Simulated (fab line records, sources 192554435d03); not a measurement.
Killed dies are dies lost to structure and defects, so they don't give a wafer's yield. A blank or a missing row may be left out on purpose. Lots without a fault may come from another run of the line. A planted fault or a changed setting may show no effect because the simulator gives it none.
Split-lot experiment | flow n5_finfet | 7 lots, 21 wafers read, on a route of 1938 steps

THE SPLIT
At N5_BEOL_M8_DESCUM_33 (chemistry O2, time 7 s), the setting time_s was moved away from the recipe's 7 s on 6 of the 21 wafers read, by -11.2% to +15.7%. The other wafers ran this setting at the recipe's value.

FROM THE SPLIT TO THE READING: what the file shows between them, 1 step
- N5_BEOL_M8_ETCH_72: etches underlayer in N2/H2, target depth 6.5 nm, time 5.2 s

THE READING
CAR-EUV_of_BEOL_M8_COAT_22.thk_nm (the simulator's own value, which no gauge read), in nm, at N5_BEOL_M8_ETCH_65 (etches SiARC in CF4, target depth 15.6 nm, time 26 s). The file gives no usual value for it. The 15 wafers here that ran the recipe average 11.1 nm, standard deviation 0.094 nm.

wafer  | tool, chamber at the split | time_s as run, s | against the recipe | CAR-EUV_of_BEOL_M8_COAT_22.thk_nm, nm | against lot-mates on the recipe
L075.1 | rie_diel-04, 1             | 6.215            | -11.2%             | 11.4                                  | +0.4
L075.3 | rie_diel-04, 0             | 7                | recipe             | 11                                    | -
L075.6 | rie_diel-04, 1             | 7                | recipe             | 11                                    | -
L076.2 | rie_diel-04, 2,0           | 8.013            | +14.5%             | 10.8                                  | -0.4
L076.6 | rie_diel-04, 2,0           | 8.013            | +14.5%             | 10.8                                  | -0.4
L076.3 | rie_diel-04, 0             | 7                | recipe             | 11.2                                  | -
L079.2 | rie_diel-04, 3             | 7                | recipe             | 11.2                                  | -
L079.4 | rie_diel-04, 1,0           | 7                | recipe             | 11.2                                  | -
L079.3 | rie_diel-04, 1,0           | 7                | recipe             | 11                                    | -
L083.1 | rie_diel-03, 1,3           | 7                | recipe             | 11.2                                  | -
L083.3 | rie_diel-03, 1,3           | 7                | recipe             | 11                                    | -
L083.5 | rie_diel-03, 0             | 7.501            | +7.2%              | 10.8                                  | -0.3
L091.3 | rie_diel-02, 3             | 8.101            | +15.7%             | 10.6                                  | -0.6
L091.4 | rie_diel-02, 3             | 7                | recipe             | 11.2                                  | -
L091.5 | rie_diel-02, 1             | 8.101            | +15.7%             | 10.8                                  | -0.4
L092.4 | rie_diel-03, 3,0           | 7                | recipe             | 11.2                                  | -
L092.6 | rie_diel-03, 1             | 7                | recipe             | 11.2                                  | -
L092.5 | rie_diel-03, 3,0           | 7                | recipe             | 11                                    | -
L094.2 | rie_diel-04, 0,1           | 7                | recipe             | 11.2                                  | -
L094.3 | rie_diel-04, 0,1           | 7                | recipe             | 11.2                                  | -
L094.4 | rie_diel-04, 2             | 7                | recipe             | 11.2                                  | -
Where a row lists several chambers, the file gives one row for several wafers and doesn't say which wafer went through which chamber.

THE FIT
A straight line over all 21 wafers: CAR-EUV_of_BEOL_M8_COAT_22.thk_nm changes by -0.0259 nm for each +1% of time_s; r = -0.88; the points scatter about the line by 0.097 nm.
The same after taking each lot's own level away (the mean of its wafers on the recipe; 21 wafers): -0.0313 nm for each +1%; r = -0.95; scatter 0.075 nm.
On that fit, the largest move of time_s shifts the reading by 0.49 nm.
The lots' own levels span 11.00 to 11.20 nm, that is 2.1 times the standard deviation above.
So the lot-to-lot level changes the slope: the two fits differ.
Check: with one of the wafers moved furthest among these (+15.7%) left out of the fit, the line predicts -0.456 nm for it against its lot-mates. It came out at -0.6 nm against them.

OTHER SPLITS ON THESE WAFERS
These wafers also went through other splits before the reading. Each is held against what the fit with the lots' levels taken away leaves over:
other split on the same wafers | wafers away from the commonest value | r with CAR-EUV_of_BEOL_M8_COAT_22.thk_nm (lot level and that fit taken away)
N5_BEOL_M8_COAT_59 spin_rpm    | 9                                    | -0.05

THE WHOLE CHAIN: every reading that the file lists as answering this split, in the file's order
step                 | what it does                                                | reading                                                                            | change (the file's fit)                | r (the file's)
N5_BEOL_M8_DESCUM_33 | chemistry O2, time 7 s                                      | CAR-EUV_of_BEOL_M8_COAT_22.thk_nm (the simulator's own value, which no gauge read) | -0.0351 nm for each +1% of the setting | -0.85
N5_BEOL_M8_ETCH_72   | etches underlayer in N2/H2, target depth 6.5 nm, time 5.2 s | CAR-EUV_of_BEOL_M8_COAT_22.thk_nm (the simulator's own value, which no gauge read) | -0.0366 nm for each +1% of the setting | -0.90
N5_BEOL_M8_ETCH_65   | etches SiARC in CF4, target depth 15.6 nm, time 26 s        | CAR-EUV_of_BEOL_M8_COAT_22.thk_nm (the simulator's own value, which no gauge read) | -0.032 nm for each +1% of the setting  | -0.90

THE FILE'S OWN FIT
CAR-EUV_of_BEOL_M8_COAT_22.thk_nm changes by -0.032 nm for each +1% of time_s, r = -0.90.
